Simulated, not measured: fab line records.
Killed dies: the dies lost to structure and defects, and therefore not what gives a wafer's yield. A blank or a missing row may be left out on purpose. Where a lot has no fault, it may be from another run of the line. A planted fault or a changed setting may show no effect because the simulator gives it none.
Chamber matching ; flow n5 finfet ; N5_MOL_CONTACT_COAG_STRIP_98 on rie diel-04 has 4 sister chambers
The step strips in N2/H2. 8 wafers are shown with their chamber, then 7 later ones without.

## EACH WAFER AND ITS CHAMBER
wafer;chamber;drypump motor current A (A);throttle valve pct (%)
L079.6;2;5.7;18.9
L082.2;2;5.7;18.9
L083.6;0;6.0;18.7
L094.1;0;6.0;18.3
L094.2;3;5.0;18.5
L094.3;1;5.6;19.0
L094.4;3;5.1;18.5
L094.5;1;5.6;18.9

## WAFERS MISSING THEIR CHAMBER
wafer;drypump motor current A (A);throttle valve pct (%)
L094.6;6.0;18.3
L096.2;5.6;19.0
L096.4;6.0;18.3
L096.6;5.1;18.5
L097.3;6.0;18.4
L097.5;5.6;18.9
L097.6;6.1;18.4

## THE CHAMBER EACH PASSED THROUGH
wafer;from the rows above;in truth
L094.6;0;0
L096.2;1;1
L096.4;0;0
L096.6;3;3
L097.3;0;0
L097.5;1;1
L097.6;0;0
Correct placement for 7 of the 7. Number that these rows cannot place: 0. Placed wrongly: 0.
How it was worked out, from the rows above alone: a wafer's distance from a chamber is the root of the sum, over the readings, of the square of ((its reading less the chamber's mean) divided by the reading's scatter). If the next closest chamber is less than 2 further off than the closest, the wafer can't be placed; otherwise it belongs to the closest. Each chamber's mean is taken over the wafers shown for it. The scatter: the root of (the sum of the squares of (reading less its chamber's mean) over the shown wafers, divided by (wafers less chambers)).
